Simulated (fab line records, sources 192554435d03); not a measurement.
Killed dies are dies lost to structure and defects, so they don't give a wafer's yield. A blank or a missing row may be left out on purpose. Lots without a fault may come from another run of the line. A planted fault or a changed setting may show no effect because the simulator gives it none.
Chamber matching | flow n5_finfet | N5_STI_FIN_REVEAL_ALD_14 on ald_sin-01: 4 sister chambers
The step deposits Si3N4, target thk 3 nm. 30 wafers are shown with their chamber, then 12 later ones without.

WAFERS WITH THEIR CHAMBER
wafer  | chamber | heater_power_w (W) | chamber_pressure_Torr (Torr)
L074.1 | 0       | 944                | 2.003
L074.4 | 1       | 787                | 1.995
L074.6 | 3       | 781                | 2.001
L075.2 | 2       | 822                | 1.995
L075.3 | 1       | 807                | 1.996
L075.6 | 2       | 838                | 1.990
L076.1 | 3       | 779                | 2.002
L076.3 | 1       | 799                | 1.995
L076.6 | 3       | 776                | 2.001
L077.2 | 3       | 760                | 2.000
L077.4 | 2       | 838                | 1.998
L077.6 | 2       | 828                | 1.996
L078.2 | 2       | 821                | 2.005
L078.3 | 1       | 804                | 2.001
L078.5 | 0       | 945                | 2.001
L081.1 | 1       | 804                | 2.005
L081.2 | 3       | 790                | 2.004
L081.4 | 0       | 914                | 1.993
L083.1 | 0       | 965                | 2.002
L083.5 | 2       | 832                | 1.999
L083.6 | 3       | 789                | 1.996
L088.1 | 0       | 921                | 2.004
L088.4 | 1       | 794                | 2.003
L088.5 | 3       | 820                | 1.989
L091.2 | 1       | 783                | 1.999
L091.3 | 3       | 801                | 2.007
L091.5 | 0       | 923                | 1.999
L092.1 | 2       | 756                | 2.005
L092.2 | 3       | 800                | 2.000
L092.5 | 1       | 799                | 2.003

SIGNATURES (means of the wafers above)
reading               | chamber 0 | chamber 1 | chamber 2 | chamber 3 | scatter within a chamber
heater_power_w        | 935.33    | 797.12    | 819.29    | 788.44    | 19.3
chamber_pressure_Torr | 2.00033   | 1.99962   | 1.99829   | 2.00000   | 0.00469
Rule: a wafer's distance from a chamber is the root of the sum, over the readings, of the square of ((its reading less the chamber's mean) divided by the reading's scatter). The wafer belongs to the nearest chamber; if the next one is less than 2 further off, it can't be placed. The scatter: the root of (the sum of the squares of (reading less its chamber's mean) over the shown wafers, divided by (wafers less chambers)).

WAFERS WITHOUT THEIR CHAMBER
wafer  | heater_power_w (W) | chamber_pressure_Torr (Torr)
L093.3 | 779                | 2.004
L093.5 | 766                | 1.999
L093.6 | 805                | 1.999
L094.2 | 808                | 2.000
L094.3 | 945                | 2.005
L094.6 | 781                | 1.996
L096.4 | 769                | 2.004
L096.5 | 796                | 2.006
L096.6 | 938                | 2.002
L097.2 | 770                | 1.997
L097.3 | 830                | 1.997
L097.6 | 772                | 1.996

WHICH CHAMBER EACH WENT THROUGH
wafer  | from the rows above          | in truth
L093.3 | can't be placed: 3 or 1 or 2 | 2
L093.5 | can't be placed: 3 or 1 or 2 | 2
L093.6 | can't be placed: 1 or 2 or 3 | 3
L094.2 | can't be placed: 1 or 2 or 3 | 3
L094.3 | 0                            | 0
L094.6 | can't be placed: 3 or 1 or 2 | 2
L096.4 | can't be placed: 3 or 1 or 2 | 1
L096.5 | can't be placed: 3 or 1 or 2 | 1
L096.6 | 0                            | 0
L097.2 | can't be placed: 3 or 1 or 2 | 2
L097.3 | can't be placed: 2 or 1 or 3 | 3
L097.6 | can't be placed: 3 or 1 or 2 | 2
Placed correctly: 2 of 12. Can't be placed from these rows: 10 (the true chamber is among the candidates in 10). Placed wrongly: 0.
